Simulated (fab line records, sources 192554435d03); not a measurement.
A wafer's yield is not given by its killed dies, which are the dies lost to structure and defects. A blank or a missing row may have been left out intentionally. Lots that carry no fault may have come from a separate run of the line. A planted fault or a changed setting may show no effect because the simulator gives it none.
Comparing a struck lot with a sound one | flow n5-finfet | 37 out of 1938 route steps
Sound: the wafers L646.3, L646.4, L646.5. Wafers L637.1, L637.2, L637.6 were the ones struck. The cause is given at the end.
Order at every step that has rows: each side's tool, ch and its chambers, its first start. Under that, the readings that differ: sound wafers | struck wafers | difference of the means | sigmas: that difference in standard deviations of wafers without a fault.
alike: words and numbers the same on both sides, and readings whose means are apart by under 2 such deviations; not compared: readings that were withheld, readings missing a value for some wafer, numbers with overlapping values and no deviation given by the record, and bounds like >300 which may hide the same value.
Wherever a step has rows on one side only, a row that says differs or no value, or a row with sigmas, the two part there. When numbers do not overlap yet have no deviation, they are printed without sigmas and do not part them. A reading that every wafer of one side lacks parts them only if that side has two wafers or more.

first, 9 steps without rows for these wafers: N5_BEOL_M4_ANNEAL_95 (time 240 s); N5_BEOL_M4_SPUTTER_96 (material Cu, target thk 4.5 nm, time 8.29 s); N5_BEOL_M4_ECD_50 (material Cu, target thk 300 nm); N5_BEOL_M4_ANNEAL_51 (time 90 s); N5_BEOL_M4_CMP_52 (polishes, stops on SiOC, t overpolish 6.8 s, target thk 40 nm); N5_BEOL_M4_PRE_CLEAN_60 (time 15 s); N5_BEOL_M4_CO_CAP_55 (material Co, precursor CCTBA/H2, target thk 2 nm, time 102.1 s); N5_BEOL_M4_PRE_CLEAN_56 (time 15 s); N5_BEOL_M4_DEP_57 (deposits SiCN from 3MS/NH3, target thk 8 nm, time 14 s).
N5_BEOL_M4_RC_MEAS_101:
  sound on prober-02 ch 0, day 14 20:28; struck on prober-01 ch 0, day 13 12:00
  alike: DIBL_N, DIBL_P, IOFF_N, IOFF_P, ION_N, ION_P, SS_N, SS_P, VT_N, VT_P
then, 24 steps without rows for these wafers: N5_BEOL_M5_ILD_DEP_00 (deposits SiCOH lowk from DEMS/porogen, target thk 140.64 nm, time 25.9 s); N5_BEOL_M5_CURE_79 (cures SiCOH lowk, time 240 s); N5_BEOL_M5_PECVD_70 (deposits SiO2 from TEOS/O2, target thk 16 nm, time 18 s); N5_BEOL_M5_HM_DEP_02 (deposits TiN, target thk 20 nm); N5_BEOL_M5_COAT_59 (time 60 s, resist thk 60 nm); N5_BEOL_M5_COAT_60 (time 60 s, resist thk 12 nm); N5_BEOL_M5_COAT_71 (time 60 s, resist thk 5 nm); N5_BEOL_M5_COAT_05 (resist thk 30 nm); N5_BEOL_M5_EBR_07; N5_BEOL_M5_SOFTBAKE_06 (time 60 s); N5_BEOL_M5_EXPOSE_08 (exposes mask M5, target cd 28 nm); N5_BEOL_M5_PEB_09 (peb time 60 s); N5_BEOL_M5_DEVELOP_10 (develop time 30 s); N5_BEOL_M5_DESCUM_16 (chemistry O2, time 7 s); N5_BEOL_M5_ETCH_72 (etches underlayer in N2/H2, target depth 6.5 nm, time 5.2 s); N5_BEOL_M5_ETCH_61 (etches SiARC in CF4, target depth 15.6 nm, time 26 s); N5_BEOL_M5_ETCH_62 (etches SOC in N2/H2, target depth 75 nm, overetch 15 nm, time 112.5 s); N5_BEOL_M5_STRIP_63 (strips in N2/H2); N5_BEOL_M5_STRIP_73 (strips in N2/H2); N5_BEOL_M5_STRIP_64 (strips in CF4); N5_BEOL_M5_HM_OPEN_17 (chemistry Cl2/BCl3, target TiN, target depth 20 nm, overetch 6 nm); N5_BEOL_M5_STRIP_19 (strips in O2); N5_BEOL_M5_COAT_65 (time 60 s, resist thk 60 nm); N5_BEOL_M5_COAT_66 (time 60 s, resist thk 12 nm).
-- a jump in the record: the struck wafers' starts before and after are 3 days apart (it breaks off in module BEOL_M5 and resumes in module BEOL_M12, where the first step shown is number 1636 of the route) --
N5_BEOL_M12_ETCH_67: etches SiARC in CF4, target depth 143 nm, time 238.3 s.
  sound on rie-diel-01 ch 0,3, day 17 15:57; struck on rie-diel-01 ch 0,2,3, day 16 06:01
  no value came back on the struck wafers for any of 9 readings (bias-w (W), cf4-flow-sccm (sccm) and others); on the sound wafers bias-w (W) reads 35.73 35.84 36.08
  reading                                    | sound             | struck          | difference | sigmas
  model.coat_of_BEOL_M12_COAT_22.thk-nm (nm) | 212.8 212.2 211.8 | 283.8 284 283.8 | +71.6      |
  not compared: rf-hours-counter-h
N5_BEOL_M12_OCD_MEAS_35:
  sound on ocd-02 at day 17 16:26; struck on ocd-02 at day 16 06:31
  reading              | sound       | struck | difference                    | sigmas
  trench-depth-nm (nm) | 309 317 314 | - - -  | no value on the struck wafers |
N5_PASSIVATION_PROBE_49:
  sound on prober-01 at day 19 02:25; struck on prober-02 at day 18 00:19
  reading                  | sound          | struck         | difference | sigmas
  defect-limited-yield (%) | 90.7 89.9 87.9 | 0 0 0          | -90        | -56
  killed_at_M4_up          | 15 12 16       | 1109 1087 1121 | +1091      | +99 or more
  killed-dies              | 110 119 143    | 1180 1180 1180 | +1056      | +59
  killed-on-rim            | 12 13 29       | 152 152 152    | +134       | +34
  sort_bin_5_function (%)  | 5.2 6.0 6.9    | 97.5 95.7 97.1 | +90.7      | +91
  sort-n-pass              | 1070 1061 1037 | 0 0 0          | -1056      | -59
  sort-yield-pct (%)       | 90.7 89.9 87.9 | 0 0 0          | -90        | -56
  alike: killed_at_M0_to_M3, killed-at-contacts, killed-at-front-end, killed-at-other, killed-open, killed-short, sort_bin_6_memory

## WHERE THEY PART
At N5_BEOL_M12_ETCH_67 first; at N5_PASSIVATION_PROBE_49 last (within this record only).

WHY: what had been put in by the simulator
At N5_BEOL_M12_ETCH_67, the step was skipped entirely on rie-diel-01 from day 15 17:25 on. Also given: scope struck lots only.
